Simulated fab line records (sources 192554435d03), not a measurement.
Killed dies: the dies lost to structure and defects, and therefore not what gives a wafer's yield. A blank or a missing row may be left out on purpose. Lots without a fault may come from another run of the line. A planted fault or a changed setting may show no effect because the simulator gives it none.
Which of the tools did it? / flow n5_finfet / 11 lots with 32 wafers sampled at 3 steps, on a route of 1938 steps

== WHAT THE GAUGES READ, wafer by wafer ==
N5_PASSIVATION_OVL_MEAS_63.
lot=L664; measured=day 11 19:22; on=overlay-01; PAD_OVL (nm)=2 5 0
lot=L668; measured=day 12 12:06; on=overlay-01; PAD_OVL (nm)=-1 -8
lot=L670; measured=day 12 20:06; on=overlay-01; PAD_OVL (nm)=-2 3 2
lot=L674; measured=day 14 16:29; on=overlay-02; PAD_OVL (nm)=-5 -9 -4
lot=L681; measured=day 15 14:15; on=overlay-01; PAD_OVL (nm)=-3 -1 -2
lot=L683; measured=day 16 04:56; on=overlay-01; PAD_OVL (nm)=1 -1 -5
lot=L682; measured=day 16 14:53; on=overlay-02; PAD_OVL (nm)=1 2 3
lot=L684; measured=day 16 22:53; on=overlay-01; PAD_OVL (nm)=-9 -1 -10
lot=L685; measured=day 17 16:51; on=overlay-02; PAD_OVL (nm)=2 -4 -1
lot=L686; measured=day 18 09:01; on=overlay-02; PAD_OVL (nm)=1 3 9
lot=L687; measured=day 18 09:22; on=overlay-01; PAD_OVL (nm)=4 2 3

== TOOL THAT RAN EACH LOT (tool first, then ch and the chambers of the sampled wafers, then the start) ==
lot=L664; N5_PASSIVATION_PASS_ETCH_74=rie_diel-05 ch 1,2,3, day 11 18:01; N5_PASSIVATION_ETCH_15=rie_diel-05 ch 1,2,3, day 11 19:22 or earlier
lot=L668; N5_PASSIVATION_PASS_ETCH_74=rie_diel-05 ch 0,3, day 12 09:24; N5_PASSIVATION_ETCH_15=rie_diel-05 ch 0,3, day 12 12:06 or earlier
lot=L670; N5_PASSIVATION_PASS_ETCH_74=rie_diel-04 ch 2,3, day 12 18:22; N5_PASSIVATION_ETCH_15=rie_diel-04 ch 2,3, day 12 20:06 or earlier
lot=L674; N5_PASSIVATION_PASS_ETCH_74=rie_diel-05 ch 0,2,3, day 14 15:02; N5_PASSIVATION_ETCH_15=rie_diel-05 ch 0,2,3, day 14 16:29 or earlier
lot=L681; N5_PASSIVATION_PASS_ETCH_74=rie_diel-05 ch 0,1, day 15 13:01; N5_PASSIVATION_ETCH_15=rie_diel-05 ch 0,1, day 15 14:15 or earlier
lot=L683; N5_PASSIVATION_PASS_ETCH_74=rie_diel-04 ch 2,3, day 16 03:45; N5_PASSIVATION_ETCH_15=rie_diel-04 ch 2,3, day 16 04:56 or earlier
lot=L682; N5_PASSIVATION_PASS_ETCH_74=rie_diel-04 ch 0,2,3, day 16 13:25; N5_PASSIVATION_ETCH_15=rie_diel-04 ch 0,2,3, day 16 14:53 or earlier
lot=L684; N5_PASSIVATION_PASS_ETCH_74=rie_diel-04 ch 2,3, day 16 20:51; N5_PASSIVATION_ETCH_15=rie_diel-04 ch 2,3, day 16 22:53 or earlier
lot=L685; N5_PASSIVATION_PASS_ETCH_74=rie_diel-05 ch 1,2,3, day 17 15:12; N5_PASSIVATION_ETCH_15=rie_diel-05 ch 1,2,3, day 17 16:51 or earlier
lot=L686; N5_PASSIVATION_PASS_ETCH_74=rie_diel-04 ch 0,3, day 18 06:59; N5_PASSIVATION_ETCH_15=rie_diel-04 ch 0,3, day 18 09:01 or earlier
lot=L687; N5_PASSIVATION_PASS_ETCH_74=rie_diel-05 ch 0,2, day 18 07:07; N5_PASSIVATION_ETCH_15=rie_diel-05 ch 0,2, day 18 09:22 or earlier
- N5_PASSIVATION_PASS_ETCH_74: etches SiNx in CF4/O2, target depth 220 nm, time 110 s.
- N5_PASSIVATION_ETCH_15: etches SiCN in CF4/N2, target depth 75 nm, time 81.2 s.

== THE ANSWER, worked out from the rows above alone ==
Rule: usual is defined by the lots themselves. Put in order of their means at a reading, lots are off if they are a third of the lots or fewer, leave a main group of 4 or more, and stand apart from it by a gap of 3 or more times the standard deviation of the main group's means; of several such gaps the widest counts. If all means in a main group match to the digits the tables above print for the reading, that group is not used. A lot without any number at a reading at which 4 lots or more have one is off too. Where the step has rows for the other lots, those lots are counted as sound.
No lot is off on any of the readings shown, so nothing can be concluded from this.

== WHAT WAS PUT IN BY THE SIMULATOR ==
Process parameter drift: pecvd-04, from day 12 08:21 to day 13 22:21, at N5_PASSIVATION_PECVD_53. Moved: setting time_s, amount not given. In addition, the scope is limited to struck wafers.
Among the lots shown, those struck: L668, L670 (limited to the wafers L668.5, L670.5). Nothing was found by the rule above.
